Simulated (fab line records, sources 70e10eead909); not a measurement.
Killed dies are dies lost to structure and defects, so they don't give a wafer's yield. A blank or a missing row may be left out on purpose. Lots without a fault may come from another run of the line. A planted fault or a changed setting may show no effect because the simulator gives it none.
Chamber matching | flow nand_harc | NHARC_A_STAIRCASE_DESCUM_252 on rie_diel-05: 4 sister chambers
The step chemistry O2, time 3 s. 22 wafers are shown with their chamber, then 11 later ones without.

WAFERS WITH THEIR CHAMBER
wafer  | chamber | drypump_motor_current_A (A) | showerhead_plenum_p_Torr (Torr) | throttle_valve_pct (%)
L074.2 | 1       | 6.5                         | 1.83                            | 11.306
L074.5 | 0       | 5.3                         | 1.85                            | 11.319
L074.6 | 3       | 5.0                         | 1.97                            | 11.329
L076.1 | 0       | 5.3                         | 1.84                            | 11.322
L076.2 | 1       | 6.5                         | 1.83                            | 11.309
L076.5 | 1       | 6.5                         | 1.83                            | 11.320
L079.2 | 0       | 5.3                         | 1.84                            | 11.300
L079.5 | 3       | 5.0                         | 1.97                            | 11.317
L079.6 | 0       | 5.3                         | 1.84                            | 11.304
L082.2 | 2       | 5.7                         | 1.90                            | 11.310
L082.3 | 3       | 5.0                         | 1.96                            | 11.302
L082.4 | 0       | 5.3                         | 1.84                            | 11.333
L083.1 | 0       | 5.3                         | 1.84                            | 11.313
L083.2 | 2       | 5.6                         | 1.90                            | 11.314
L083.6 | 1       | 6.4                         | 1.83                            | 11.315
L084.2 | 1       | 6.5                         | 1.83                            | 11.305
L084.4 | 2       | 5.6                         | 1.90                            | 11.306
L084.5 | 0       | 5.2                         | 1.84                            | 11.338
L086.2 | 2       | 5.7                         | 1.90                            | 11.310
L086.5 | 0       | 5.3                         | 1.84                            | 11.320
L086.6 | 1       | 6.5                         | 1.82                            | 11.308
L087.1 | 2       | 5.7                         | 1.90                            | 11.290

SIGNATURES (means of the wafers above)
reading                  | chamber 0 | chamber 1 | chamber 2 | chamber 3 | scatter within a chamber
drypump_motor_current_A  | 5.287     | 6.483     | 5.660     | 5.000     | 0.0402
showerhead_plenum_p_Torr | 1.8413    | 1.8283    | 1.9000    | 1.9667    | 0.00363
throttle_valve_pct       | 11.31863  | 11.31050  | 11.30600  | 11.31600  | 0.0107
Rule: a wafer's distance from a chamber is the root of the sum, over the readings, of the square of ((its reading less the chamber's mean) divided by the reading's scatter). The wafer belongs to the nearest chamber; if the next one is less than 2 further off, it can't be placed. The scatter: the root of (the sum of the squares of (reading less its chamber's mean) over the shown wafers, divided by (wafers less chambers)).

WAFERS WITHOUT THEIR CHAMBER
wafer  | drypump_motor_current_A (A) | showerhead_plenum_p_Torr (Torr) | throttle_valve_pct (%)
L087.2 | 6.5                         | 1.82                            | 11.296
L087.4 | 5.2                         | 1.84                            | 11.293
L093.1 | 5.2                         | 1.83                            | 11.303
L093.2 | 5.0                         | 1.96                            | 11.306
L093.6 | 5.0                         | 1.96                            | 11.315
L092.1 | 5.3                         | 1.83                            | 11.311
L092.3 | 5.6                         | 1.90                            | 11.308
L092.6 | 5.0                         | 1.96                            | 11.313
L094.1 | 6.5                         | 1.82                            | 11.306
L094.4 | 5.6                         | 1.90                            | 11.314
L094.5 | 5.0                         | 1.96                            | 11.324

WHICH CHAMBER EACH WENT THROUGH
wafer  | from the rows above | in truth
L087.2 | 1                   | 1
L087.4 | 0                   | 0
L093.1 | 0                   | 0
L093.2 | 3                   | 3
L093.6 | 3                   | 3
L092.1 | 0                   | 0
L092.3 | 2                   | 2
L092.6 | 3                   | 3
L094.1 | 1                   | 1
L094.4 | 2                   | 2
L094.5 | 3                   | 3
Placed correctly: 11 of 11. Can't be placed from these rows: 0. Placed wrongly: 0.
